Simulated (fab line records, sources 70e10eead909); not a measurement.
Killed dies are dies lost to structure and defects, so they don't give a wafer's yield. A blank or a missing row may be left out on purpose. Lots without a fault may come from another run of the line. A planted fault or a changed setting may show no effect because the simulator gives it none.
A struck lot beside a sound one | flow nand_harc | 14 steps out of a route of 1302
Sound: wafers L461.3, L461.5, L461.6. Struck: wafer L473.3. (L473.1, L473.6 of the same lot were not struck and are left out.) The cause comes at the end.
At each step with rows: each side's tool, then ch and its chambers, then its first start. Under that, the readings that differ: sound wafers | struck wafers | difference of the means | sigmas: that difference in standard deviations of wafers without a fault.
alike: readings whose means differ by less than 2 such deviations, and words and numbers that are the same on both sides. not compared: withheld readings, readings that some wafer has no value for, bounds like >300 that may hide the same value, and numbers for which the record gives no deviation and whose values overlap.
The two part at a step that has a row with sigmas, a row that says differs or no value, or rows on one side only. Numbers that don't overlap but have no deviation are shown without sigmas and don't part them. A reading that every wafer of one side lacks parts them only if that side has two wafers or more.

first, 1 step without rows for these wafers: NHARC_A_ONON_D1_DEP_00 (target thk 1000 nm).
NHARC_A_ONON_D1_THK_MEAS_02: measures by ellipsometry.
  sound on film_metro-02, day 10 04:08; struck on film_metro-01, day 14 17:47
  alike: thk_nm
then, 1 step without rows for these wafers: NHARC_A_ONON_D1_DEP_03 (target thk 1000 nm).
NHARC_A_ONON_D1_THK_MEAS_05: measures by ellipsometry.
  sound on film_metro-02, day 10 04:41; struck on film_metro-02, day 14 18:21
  reading     | sound          | struck | difference | sigmas
  thk_nm (nm) | 1000 1001 1000 | 980    | -20        | -2
then, 1 step without rows for these wafers: NHARC_A_ONON_D1_DEP_06 (target thk 1000 nm).
NHARC_A_ONON_D1_THK_MEAS_08: measures by ellipsometry.
  sound on film_metro-02, day 10 05:15; struck on film_metro-02, day 14 18:55
  alike: thk_nm
then, 1 step without rows for these wafers: NHARC_A_ONON_D1_DEP_09 (target thk 1000 nm).
NHARC_A_ONON_D1_THK_MEAS_11: measures by ellipsometry.
  sound on film_metro-01, day 10 05:49; struck on film_metro-01, day 14 19:29
  alike: thk_nm
then, 1 step without rows for these wafers: NHARC_A_ONON_D1_DEP_12 (target thk 1000 nm).
NHARC_A_ONON_D1_THK_MEAS_14: measures by ellipsometry.
  sound on film_metro-02, day 10 06:23; struck on film_metro-01, day 14 20:03
  alike: thk_nm
then, 1 step without rows for these wafers: NHARC_A_ONON_D1_ANNEAL_15 (time 3600 s).
NHARC_A_ONON_D1_DEP_16: target thk 1000 nm.
  sound on pecvd_onon-01 ch 0, day 10 12:39; struck on pecvd_onon-01 ch 0, day 15 00:55
NHARC_A_ONON_D1_THK_MEAS_18: measures by ellipsometry.
  sound on film_metro-02, day 10 13:03; struck on film_metro-01, day 15 01:25
  reading     | sound       | struck | difference | sigmas
  thk_nm (nm) | 998 998 997 | 615    | -383       | -38
then, 1 step without rows for these wafers: NHARC_A_ONON_D1_DEP_19 (target thk 1000 nm).

WHERE THEY PART
First at NHARC_A_ONON_D1_THK_MEAS_05; last, within this record, at NHARC_A_ONON_D1_THK_MEAS_18.

WHY: what the simulator had put in
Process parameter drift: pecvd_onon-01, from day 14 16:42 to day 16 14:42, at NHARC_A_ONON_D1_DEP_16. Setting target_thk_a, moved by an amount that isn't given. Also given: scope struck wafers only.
